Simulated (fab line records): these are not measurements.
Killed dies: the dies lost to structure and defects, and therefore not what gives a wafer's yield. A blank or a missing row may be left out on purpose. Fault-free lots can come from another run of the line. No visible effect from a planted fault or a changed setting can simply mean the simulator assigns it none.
fab line records + flow n5_finfet
[record]
- lots = 5
- wafers = 15
- last_day = 18
route steps=1938 shown DUMMY_GATE@247 SPACER0@258
lots that met no fault: from a run of the same line without faults
start_h: hours from the record's opening day to when the first of the lot's shown wafers began + wait_h: time in hours since the lot's previous step + " unchanged from the row above + L1.1+2: a single row standing in for several wafers + - no value present, or no start provided + * or withheld: withheld + < > ~ a bound
route shown NAME@n: names a module that has steps shown in the file, with the first one's number in the route + usual: mean and standard deviation over wafers with no fault + same: alike in all rows + chamber/n: place in a boat + sites: readings site by site + _std_site: standard deviation of those values + _edge_site: outer sites' mean less inner sites' + radius_mm: how far each site lies from the wafer's centre + mask NAME#n: copy n + behind: the last tool/chamber to shape the wafer + hold: reason for holding the lot/hours on hold/outcome of the hold + device: transistor that didn't switch, given as n, p or np + end of line: tests of these same wafers at the route's end + step lacking rows: just its recipe + killed: dies that structure and defects cost at the first sort, which is not the same as the wafer's yield + map: dies across one wafer; x = killed, . = not, _ = none there
set.NAME: the setting that was run; set.NAME@STEP: the one run at that earlier step + model.NAME: the simulator's own value behind a step, which no gauge read
a table for each step, a row for each wafer; lots at some steps of the route
services: from which hour (start_h, from the record's first day; less than 0 if before it) a tool's chamber was out of use, for how many hours, and why
[[steps]]
[step N5_DUMMY_GATE_ETCH_23]
[recipe]
- chemistry = HBr/Cl2/O2
- HBr_flow_sccm = 150
- Cl2_flow_sccm = 80
- O2_flow_sccm = 12
- bias_w = 102
- target_depth_a = 410
- time_s = 22.3
- target = poly-Si
- mask_material = SiO2
- pressure_mtorr = 10
- icp_w = 800
[usual]
- drypump_motor_current_A = 5.7/0.46
- oes_product_au = 0.982/0.019
- throttle_valve_pct = 37.4/0.36
| lot.wafer | tool      | chamber | start_h | wait_h | drypump_motor_current_A | oes_product_au | rf_hours_counter_h | throttle_valve_pct |
|-----------|-----------|---------|---------|--------|-------------------------|----------------|--------------------|--------------------|
| L342.1    | rie_si-01 | 0       | 49.49   | 0.0    | 5.0                     | 0.979          | 147                | 37.1               |
| L342.2    | "         | 2       | "       | "      | 5.8                     | 0.958          | 68                 | 37.0               |
| L342.4    | "         | 3       | "       | "      | 5.8                     | 0.975          | 33                 | 37.6               |
| L350.1    | rie_si-01 | 1       | 99.16   | 0.0    | 5.2                     | 0.984          | 9                  | 37.0               |
| L350.4    | "         | 3       | "       | "      | 5.8                     | 0.984          | 34                 | 37.6               |
| L350.5    | "         | 3       | "       | "      | 5.8                     | 0.978          | -                  | 37.6               |
| L354.1    | rie_si-04 | 0       | 125.41  | 0.0    | 5.5                     | 0.994          | 110                | 37.4               |
| L354.3    | "         | 2       | "       | "      | 6.6                     | 1.015          | 20                 | 38.0               |
| L354.5    | "         | 2       | "       | "      | 6.6                     | 1.006          | -                  | 38.0               |
| L364.1    | rie_si-01 | 3       | 183.20  | 0.0    | 5.8                     | 0.978          | 36                 | 37.6               |
| L364.4    | "         | 1       | "       | "      | 5.2                     | 0.990          | 11                 | 37.0               |
| L364.6    | "         | 3       | "       | "      | 5.8                     | 0.977          | -                  | 37.6               |
| L365.1    | rie_si-01 | 3       | 183.87  | 0.0    | 5.8                     | 0.963          | 36                 | 37.6               |
| L365.3    | "         | 0       | "       | "      | 5.0                     | 0.984          | 149                | 37.1               |
| L365.6    | "         | 3       | "       | "      | 5.8                     | 0.973          | -                  | 37.6               |
[step N5_DUMMY_GATE_ETCH_44]
[recipe]
- chemistry = HBr/O2
- over_etch_frac = 0.7
- target_depth_a = 1275
- stop_on = SiO2
- ion_energy_ev = 60
- bias_w = 20
- target = poly-Si
- mask_material = SiO2
- pressure_mtorr = 20
- icp_w = 400
- HBr_flow_sccm = 120
- O2_flow_sccm = 10
[usual]
- drypump_motor_current_A = 5.7/0.46
- oes_product_au = 0.722/0.012
- throttle_valve_pct = 18.49/0.22
| lot.wafer | tool      | chamber | start_h | wait_h | drypump_motor_current_A | oes_product_au | rf_hours_counter_h | throttle_valve_pct |
|-----------|-----------|---------|---------|--------|-------------------------|----------------|--------------------|--------------------|
| L342.1    | rie_si-01 | 0       | 49.55   | 0.0    | 5.0                     | 0.732          | 147                | 18.48              |
| L342.2    | "         | 2       | "       | "      | 5.7                     | 0.701          | 68                 | 18.28              |
| L342.4    | "         | 3       | "       | "      | 5.8                     | 0.717          | 33                 | 18.49              |
| L350.1    | rie_si-01 | 1       | 99.22   | 0.0    | 5.2                     | 0.708          | 9                  | 18.03              |
| L350.4    | "         | 3       | "       | "      | 5.7                     | 0.724          | 34                 | 18.49              |
| L350.5    | "         | 3       | "       | "      | 5.8                     | 0.746          | -                  | 18.48              |
| L354.1    | rie_si-04 | 0       | 125.47  | 0.0    | 5.5                     | 0.722          | 110                | 18.73              |
| L354.3    | "         | 2       | "       | "      | 6.5                     | 0.728          | 20                 | 18.61              |
| L354.5    | "         | 2       | "       | "      | 6.5                     | 0.723          | -                  | 18.59              |
| L364.1    | rie_si-01 | 3       | 183.25  | 0.0    | 5.8                     | 0.743          | 36                 | 18.48              |
| L364.4    | "         | 1       | "       | "      | 5.2                     | 0.724          | 11                 | 18.06              |
| L364.6    | "         | 3       | "       | "      | 5.8                     | 0.727          | -                  | 18.47              |
| L365.1    | rie_si-01 | 3       | 183.93  | 0.0    | 5.8                     | 0.720          | 36                 | 18.47              |
| L365.3    | "         | 0       | "       | "      | 5.0                     | 0.714          | 149                | 18.49              |
| L365.6    | "         | 3       | "       | "      | 5.8                     | 0.724          | -                  | 18.50              |
[step N5_DUMMY_GATE_CD_MEAS_24]
[recipe]
- target_cd_nm = 15
[usual]
- cd_nm = 15.1/0.48
| lot.wafer | tool      | chamber | start_h | wait_h | cd_nm |
|-----------|-----------|---------|---------|--------|-------|
| L342.1    | cd_sem-02 | -       | 49.66   | 0.1    | 15.4  |
| L342.2    | "         | -       | "       | "      | 14.7  |
| L342.4    | "         | -       | "       | "      | 15.8  |
| L350.1    | cd_sem-03 | -       | 99.33   | 0.1    | 14.9  |
| L350.4    | "         | -       | "       | "      | 15.1  |
| L350.5    | "         | -       | "       | "      | 15.1  |
| L354.1    | cd_sem-02 | -       | 125.58  | 0.1    | 15.4  |
| L354.3    | "         | -       | "       | "      | 15.5  |
| L354.5    | "         | -       | "       | "      | 15.4  |
| L364.1    | cd_sem-03 | -       | 183.36  | 0.1    | 14.7  |
| L364.4    | "         | -       | "       | "      | 15.3  |
| L364.6    | "         | -       | "       | "      | 15.0  |
| L365.1    | cd_sem-03 | -       | 184.04  | 0.1    | 14.2  |
| L365.3    | "         | -       | "       | "      | 14.8  |
| L365.6    | "         | -       | "       | "      | 14.4  |
[step N5_DUMMY_GATE_ETCH_42]
[recipe]
- chemistry = CHF3/O2
- target = SiO2
- target_depth_a = 35
- time_s = 31
- ion_energy_ev = 30
- bias_w = 12
- pressure_mtorr = 30
- source_w = 600
- Ar_flow_sccm = 200
- CHF3_flow_sccm = 50
- O2_flow_sccm = 5
[usual]
- drypump_motor_current_A = 5.9/0.45
- oes_product_au = 0.76/0.066
- rf_vpp_V = 42.4/1.1
- showerhead_plenum_p_Torr = 2.42/0.094
- throttle_valve_pct = 18.91/0.3
| lot.wafer | tool        | chamber | start_h | wait_h | drypump_motor_current_A | oes_product_au | rf_hours_counter_h | rf_vpp_V | showerhead_plenum_p_Torr | throttle_valve_pct |
|-----------|-------------|---------|---------|--------|-------------------------|----------------|--------------------|----------|--------------------------|--------------------|
| L342.1    | rie_diel-06 | 2       | 49.72   | 0.1    | 5.7                     | 0.73           | 204                | 41.6     | 2.40                     | 19.32              |
| L342.2    | "           | 0       | "       | "      | 6.5                     | 0.80           | 147                | 40.6     | 2.32                     | 18.44              |
| L342.4    | "           | 3       | "       | "      | 5.9                     | 0.82           | -                  | 42.0     | 2.26                     | 18.49              |
| L350.1    | rie_diel-03 | 1       | 99.38   | 0.0    | 6.7                     | 0.71           | 177                | 43.7     | 2.31                     | 19.12              |
| L350.4    | "           | 0       | "       | "      | 5.8                     | 0.77           | 128                | 42.6     | 2.51                     | 19.11              |
| L350.5    | "           | 0       | "       | "      | 5.8                     | 0.77           | -                  | 42.5     | 2.51                     | 19.09              |
| L354.1    | rie_diel-03 | 3       | 125.63  | 0.0    | 5.8                     | 0.81           | 92                 | 43.2     | 2.35                     | 18.49              |
| L354.3    | "           | 1       | "       | "      | 6.8                     | 0.71           | 185                | 43.1     | 2.31                     | 19.13              |
| L354.5    | "           | 0       | "       | "      | 5.8                     | 0.76           | -                  | 42.7     | 2.51                     | 19.14              |
| L364.1    | rie_diel-01 | 3       | 183.41  | 0.0    | 5.4                     | 0.77           | 141                | 43.4     | 2.41                     | 19.11              |
| L364.4    | "           | 0       | "       | "      | 5.5                     | 0.70           | -                  | 41.2     | 2.39                     | 19.08              |
| L364.6    | "           | 3       | "       | "      | 5.4                     | 0.77           | -                  | 41.5     | 2.41                     | 19.11              |
| L365.1    | rie_diel-06 | 2       | 184.16  | 0.1    | 5.6                     | 0.69           | 246                | 39.6     | 2.38                     | 19.39              |
| L365.3    | "           | 1       | "       | "      | 6.5                     | 0.87           | 35                 | 41.3     | 2.56                     | 18.74              |
| L365.6    | "           | 1       | "       | "      | 6.5                     | 0.87           | -                  | 42.9     | 2.56                     | 18.75              |
[step N5_DUMMY_GATE_STRIP_48]
[recipe]
- chemistry = N2/H2
- time_s = 20
- power_w = 100
- temp_c = 40
- pressure_mtorr = 100
- rf_frequency_hz = 6e+07
- bias_power_w = 3
- n2_flow_sccm = 300
- h2_flow_sccm = 300
[usual]
- bias_power_w = 2.999/0.0086
- drypump_motor_current_A = 5.9/0.45
- oes_product_au = 0.77/0.066
- rf_vpp_V = 45.4/0.78
- showerhead_plenum_p_Torr = 3.38/0.13
- temp_c = 40.01/0.12
- throttle_valve_pct = 12.32/0.26
| lot.wafer | tool        | chamber | start_h | wait_h | bias_power_w | drypump_motor_current_A | oes_product_au | rf_hours_counter_h | rf_vpp_V | showerhead_plenum_p_Torr | temp_c | throttle_valve_pct |
|-----------|-------------|---------|---------|--------|--------------|-------------------------|----------------|--------------------|----------|--------------------------|--------|--------------------|
| L342.1    | rie_diel-06 | 2       | 49.76   | 0.0    | 2.983        | 5.6                     | 0.74           | 204                | 44.7     | 3.32                     | 40.09  | 12.62              |
| L342.2    | "           | 0       | "       | "      | 2.985        | 6.5                     | 0.78           | 147                | 45.0     | 3.26                     | 40.09  | 11.93              |
| L342.4    | "           | 3       | "       | "      | 2.994        | 5.9                     | 0.82           | -                  | 45.7     | 3.15                     | 39.87  | 11.95              |
| L350.1    | rie_diel-03 | 1       | 99.43   | 0.0    | 3.007        | 6.8                     | 0.70           | 177                | 46.0     | 3.22                     | 40.09  | 12.41              |
| L350.4    | "           | 0       | "       | "      | 3.003        | 5.8                     | 0.79           | 128                | 44.7     | 3.52                     | 40.10  | 12.42              |
| L350.5    | "           | 0       | "       | "      | 2.990        | 5.8                     | 0.78           | -                  | 45.8     | 3.52                     | 40.13  | 12.43              |
| L354.1    | rie_diel-03 | 3       | 125.67  | 0.0    | 2.998        | 5.8                     | 0.82           | 92                 | 45.7     | 3.30                     | 40.12  | 11.94              |
| L354.3    | "           | 1       | "       | "      | 3.013        | 6.8                     | 0.70           | 185                | 45.0     | 3.22                     | 39.89  | 12.43              |
| L354.5    | "           | 0       | "       | "      | 2.995        | 5.8                     | 0.79           | -                  | 45.5     | 3.52                     | 39.94  | 12.45              |
| L364.1    | rie_diel-01 | 3       | 183.46  | 0.0    | 2.995        | 5.4                     | 0.77           | 141                | 45.8     | 3.42                     | 40.00  | 12.71              |
| L364.4    | "           | 0       | "       | "      | 3.006        | 5.5                     | 0.69           | -                  | 44.4     | 3.35                     | 39.93  | 12.53              |
| L364.6    | "           | 3       | "       | "      | 2.992        | 5.4                     | 0.78           | -                  | 43.8     | 3.43                     | 39.87  | 12.70              |
| L365.1    | rie_diel-06 | 2       | 184.21  | 0.0    | 3.002        | 5.7                     | 0.71           | 246                | 44.6     | 3.29                     | 40.09  | 12.72              |
| L365.3    | "           | 1       | "       | "      | 2.992        | 6.5                     | 0.88           | 35                 | 45.3     | 3.59                     | 39.99  | 12.11              |
| L365.6    | "           | 1       | "       | "      | 3.002        | 6.5                     | 0.89           | -                  | 45.9     | 3.59                     | 39.88  | 12.11              |
[step N5_DUMMY_GATE_PRECLEAN_33]
[recipe]
- chemistry = dHF
- time_s = 10
- dilution = 750:1
- temp_c = 25
[step N5_DUMMY_GATE_PRECLEAN_25]
[recipe]
- chemistry = O3/DIW
- time_s = 45
- temp_c = 22
- o3_ppm = 10
[step N5_DUMMY_GATE_PRECLEAN_51]
[recipe]
- chemistry = SC2
- time_s = 45
- temp_c = 35
- mix = 1:1:50
[step N5_DUMMY_GATE_SRD_26]
[recipe]
- dry = ipa_marangoni
- time_s = 30
- temp_c = 23
- rinse_liquid = diw
[step N5_DUMMY_GATE_UV_OZONE_45]
[recipe]
- time_s = 120
- pressure_torr = 760
- temp_c = 25
[step N5_DUMMY_GATE_INSPECT_27]
[recipe]
- inspect_instrument = brightfield
- mode = aei
[usual]
- raw_defect_count = 309/79
| lot.wafer | tool              | chamber | start_h | wait_h | raw_defect_count |
|-----------|-------------------|---------|---------|--------|------------------|
| L342.1    | defect_inspect-02 | -       | 49.95   | 0.0    | 183              |
| L342.2    | "                 | -       | "       | "      | 420              |
| L342.4    | "                 | -       | "       | "      | 296              |
| L350.1    | defect_inspect-02 | -       | 99.62   | 0.0    | 233              |
| L350.4    | "                 | -       | "       | "      | 217              |
| L350.5    | "                 | -       | "       | "      | 256              |
| L354.1    | defect_inspect-02 | -       | 125.86  | 0.0    | 271              |
| L354.3    | "                 | -       | "       | "      | 281              |
| L354.5    | "                 | -       | "       | "      | 233              |
| L364.1    | defect_inspect-02 | -       | 183.65  | 0.0    | 254              |
| L364.4    | "                 | -       | "       | "      | 276              |
| L364.6    | "                 | -       | "       | "      | 277              |
| L365.1    | defect_inspect-02 | -       | 184.40  | 0.0    | 273              |
| L365.3    | "                 | -       | "       | "      | 333              |
| L365.6    | "                 | -       | "       | "      | 354              |
[step N5_SPACER0_ALD_07]
[recipe]
- material = SiNx
- target_thk_a = 20
- temp_c = 400
- ald_precursor_family = SiH2I2
- ald_co_reactant = N2/H2-plasma
- pressure_torr = 2
[usual]
- heater_power_w = 857/85
| lot.wafer | tool       | chamber | start_h | wait_h | heater_power_w |
|-----------|------------|---------|---------|--------|----------------|
| L342.1    | ald_sin-01 | 1       | 49.99   | 0.0    | 892            |
| L342.2    | "          | 3       | "       | "      | 771            |
| L342.4    | "          | 0       | "       | "      | 1030           |
| L350.1    | ald_sin-02 | 3       | 100.36  | 0.7    | 762            |
| L350.4    | "          | 0       | "       | "      | 841            |
| L350.5    | "          | 2       | "       | "      | 793            |
| L354.1    | ald_sin-02 | 3       | 126.13  | 0.3    | 745            |
| L354.3    | "          | 0       | "       | "      | 846            |
| L354.5    | "          | 0       | "       | "      | 855            |
| L364.1    | ald_sin-02 | 0       | 183.69  | 0.0    | 864            |
| L364.4    | "          | 2       | "       | "      | 799            |
| L364.6    | "          | 2       | "       | "      | 792            |
| L365.1    | ald_sin-02 | 3       | 186.39  | 2.0    | 765            |
| L365.3    | "          | 2       | "       | "      | 800            |
| L365.6    | "          | 2       | "       | "      | 774            |
[step N5_SPACER0_ALD_00]
[recipe]
- material = SiOCN
- target_thk_a = 35
- temp_c = 400
- ald_precursor_family = alkyl-aminosilane
- ald_co_reactant = O2/N2-plasma
- pulse_time_s = 3
- purge_time_s = 2
- co_reactant_purge_time_s = 2
- ald_cycles = 58
- pressure_torr = 2
[usual]
- ald_cycles = 58/0
- heater_power_w = 859/84
- precursor_pulse_height_rel = 0.998/0.021
| lot.wafer | tool       | chamber | start_h | wait_h | ald_cycles | heater_power_w | precursor_pulse_height_rel |
|-----------|------------|---------|---------|--------|------------|----------------|----------------------------|
| L342.1    | ald_sin-01 | 1       | 50.14   | 0.1    | 58         | 880            | 1.037                      |
| L342.2    | "          | 3       | "       | "      | 58         | 784            | 1.035                      |
| L342.4    | "          | 0       | "       | "      | 58         | 1011           | 0.982                      |
| L350.1    | ald_sin-02 | 3       | 100.51  | 0.1    | 58         | 777            | 1.023                      |
| L350.4    | "          | 0       | "       | "      | 58         | 862            | 0.970                      |
| L350.5    | "          | 2       | "       | "      | 58         | 780            | 0.997                      |
| L354.1    | ald_sin-02 | 3       | 126.28  | 0.1    | 58         | 763            | 1.015                      |
| L354.3    | "          | 0       | "       | "      | 53         | 842            | 0.989                      |
| L354.5    | "          | 0       | "       | "      | 58         | 873            | 1.001                      |
| L364.1    | ald_sin-02 | 0       | 183.84  | 0.1    | 58         | 830            | 0.974                      |
| L364.4    | "          | 2       | "       | "      | 58         | 811            | 0.996                      |
| L364.6    | "          | 2       | "       | "      | 58         | 787            | 1.030                      |
| L365.1    | ald_sin-02 | 3       | 186.54  | 0.1    | 58         | 759            | 1.017                      |
| L365.3    | "          | 2       | "       | "      | 58         | 789            | 0.970                      |
| L365.6    | "          | 2       | "       | "      | 58         | 774            | 0.969                      |
[step N5_SPACER0_ALD_08]
[recipe]
- material = SiNx
- target_thk_a = 20
- temp_c = 400
- ald_precursor_family = SiH2I2
- ald_co_reactant = N2/H2-plasma
- pressure_torr = 2
[[services]]
| tool        | chamber | start_h | hours | kind                          |
|-------------|---------|---------|-------|-------------------------------|
| rie_diel-03 | -       | 27.94   | 15.6  | pm                            |
| rie_si-01   | 2       | 35.44   | 5.2   | repair                        |
| rie_diel-06 | 1       | 38.20   | -     | clean                         |
| rie_diel-06 | 1       | 38.20   | -     | consumable_replace:focus_ring |
| rie_diel-06 | 1       | 38.20   | -     | consumable_replace:showerhead |
| rie_diel-06 | 1       | 38.20   | 23.0  | scheduled_down                |
| rie_diel-06 | 1       | 38.20   | 23.0  | vent_cycle                    |
| rie_si-04   | 3       | 66.80   | 8.6   | repair                        |
| ald_sin-02  | -       | 75.70   | 0.6   | repair                        |
| ald_sin-01  | -       | 85.29   | 14.0  | pm                            |
| ald_sin-01  | 0       | 85.29   | 14.0  | vent_cycle                    |
| ald_sin-01  | 1       | 85.29   | 14.0  | vent_cycle                    |
| ald_sin-01  | 2       | 85.29   | 14.0  | vent_cycle                    |
| ald_sin-01  | 3       | 85.29   | 14.0  | vent_cycle                    |
| rie_diel-01 | 0       | 90.51   | 8.2   | repair                        |
| rie_diel-06 | 0       | 92.45   | 4.8   | repair                        |
| rie_si-01   | -       | 95.36   | 2.8   | pm                            |
| ald_sin-01  | 0       | 99.29   | -     | clean                         |
| ald_sin-01  | 1       | 99.29   | -     | clean                         |
| ald_sin-02  | 0       | 109.50  | 4.8   | repair                        |
| rie_diel-01 | 0       | 116.14  | 1.5   | repair                        |
| rie_diel-01 | 2       | 127.11  | 6.6   | repair                        |
| rie_diel-03 | 2       | 140.26  | 5.8   | repair                        |
| rie_diel-06 | 1       | 154.34  | 5.2   | repair                        |
[[key]]
[first_sign]
- step = N5_SPACER0_ALD_00
- reading = ald_cycles
- direction = down
- sigmas = 99+
- usual = *
- struck = *
effect none on later readings
met_at N5_SPACER0_ALD_00
struck_wafers L354.3
tester_left_out L354
onset_between 100.51 126.28
[fault]
- kind = process_parameter_drift
- tool = ald_sin-02
- chamber = -
- onset_h = 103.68
- steps = N5_SPACER0_ALD_00
- channel = ald_cycles
- offset = *
- shape = step
- end_h = 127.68
- scope = struck_wafers_only
- acts_in = *
- stated = *
// tester_left_out: of these lots the tester's yield and bins aren't shown, on N5 and GAA mostly nor the transistor test; their killed dies are dies lost to structure and defects alone, not to doping, threshold or leakage, so they don't give the yield
